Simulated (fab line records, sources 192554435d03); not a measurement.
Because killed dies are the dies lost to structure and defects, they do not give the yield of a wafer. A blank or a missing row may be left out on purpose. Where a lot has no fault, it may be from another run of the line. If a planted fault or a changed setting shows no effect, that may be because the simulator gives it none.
Struck lot and sound lot, side by side -- flow n5 finfet -- 16 steps out of a route of 1938
Sound: the wafers L264.1, L264.4, L264.5. Struck: wafers L267.2, L267.3. (L267.5 of the same lot was not struck and is left out.) The cause comes at the end.
At each step with rows: each side's tool, then ch and its chambers, then its first start. Under that, the readings that differ: sound wafers -- struck wafers -- difference of the means -- sigmas: that difference in standard deviations of wafers without a fault.
alike: same words and numbers on both sides, and readings whose means sit less than 2 such deviations apart. not compared: any withheld reading, any reading some wafer has no value for, any bound like >300 that may hide the same value, and any number with overlapping values for which the record gives no deviation.
A row with sigmas, a row that says differs or no value, or rows on one side alone: a step with any of these is where the two part. Numbers that have no deviation but don't overlap get no sigmas and don't part them. A reading that every wafer of one side lacks parts them only if that side has two wafers or more.

first, 7 steps without rows for these wafers: N5_BEOL_M4_COAT_76 (time 60 s, resist thk 5 nm); N5_BEOL_M4_COAT_22 (resist thk 30 nm); N5_BEOL_M4_EBR_24; N5_BEOL_M4_SOFTBAKE_23 (time 60 s); N5_BEOL_M4_EXPOSE_25 (exposes mask V3, defocus 5 nm); N5_BEOL_M4_PEB_26 (peb time 60 s); N5_BEOL_M4_DEVELOP_27 (develop time 30 s).
N5_BEOL_M4_CD_MEAS_28: target cd 26.2 nm, target cd y 24.1 nm.
  sound on cd sem-02 ch 0, day 8 17:29; struck on cd sem-03 ch 0, day 10 04:37
  alike: cd nm
N5_BEOL_M4_OVL_MEAS_29:
  sound on overlay-02 ch 0, day 8 17:31; struck on overlay-02 ch 0, day 10 04:39
  alike: V3_OVL
N5_BEOL_M4_INSPECT_30: inspects for defects (brightfield).
  sound on defect inspect-02 at day 8 17:34; struck on defect inspect-01 at day 10 04:42
  alike: raw defect count
N5_BEOL_M4_DESCUM_33: chemistry O2, time 7 s.
  sound on rie diel-01 ch 0,1,3, day 8 17:36; struck on rie diel-01 ch 0,1, day 10 04:44
  alike: drypump motor current A, oes product au, rf vpp V, showerhead plenum p Torr, temp c, throttle valve pct
  not compared: rf hours counter h
N5_BEOL_M4_ETCH_77: etches underlayer in N2/H2, target depth 6.5 nm, time 5.2 s.
  sound on rie diel-01 ch 0,1,3, day 8 17:38; struck on rie diel-01 ch 0,1, day 10 04:46
  alike: drypump motor current A, etch rf on time s, oes product au, rf vpp V, showerhead plenum p Torr, throttle valve pct
  not compared: rf hours counter h
N5_BEOL_M4_ETCH_69: etches SiARC in CF4, target depth 15.6 nm, time 26 s.
  sound on rie diel-01 ch 0,1,3, day 8 17:40; struck on rie diel-01 ch 0,1, day 10 04:47
reading,sound,struck,difference,sigmas
etch rf on time s (s),26.2 26.7 26.5,30.8 31.8,+4.8,+12
  alike: drypump motor current A, oes product au, rf vpp V, showerhead plenum p Torr, throttle valve pct
  not compared: rf hours counter h
N5_BEOL_M4_ALD_98: deposits SiO2, target thk 2.5 nm, pulse time 1 s, co reactant pulse time 1 s.
  sound on ald sin-03 ch 2,3, day 8 17:59; struck on ald sin-04 ch 1,3, day 10 04:55
  alike: heater power outer w, heater power w, precursor pulse height rel
N5_BEOL_M4_RC_MEAS_101:
  sound on prober-01 ch 0, day 9 00:01; struck on prober-02 ch 0, day 10 11:01
  alike: DIBL_N, DIBL_P, IOFF_N, IOFF_P, ION_N, ION_P, SS_N, SS_P, VT_N, VT_P
-- a jump in the record: the struck wafers' starts before and after are 4 days apart (it breaks off in module BEOL_M4 and resumes in module PASSIVATION, where the first step shown is number 1936 of the route) --
N5_PASSIVATION_PROBE_49:
  sound on prober-01 at day 13 12:28; struck on prober-02 at day 14 14:34
  alike: defect limited yield, killed_at_M0_to_M3, killed_at_M4_up, killed at contacts, killed at front end, killed at other, killed dies, killed open, killed short, sort_bin_5_function, sort_bin_6_memory, sort n pass, sort yield pct

WHERE THEY PART
Within this record, at N5_BEOL_M4_ETCH_69 only. Later steps at which nothing parts them and some readings are alike: N5_BEOL_M4_ALD_98, N5_BEOL_M4_RC_MEAS_101, N5_PASSIVATION_PROBE_49.

WHY: the cause the simulator had injected
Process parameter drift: rie diel-01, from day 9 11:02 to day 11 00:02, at N5_BEOL_M4_ETCH_69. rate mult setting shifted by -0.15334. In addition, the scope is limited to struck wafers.
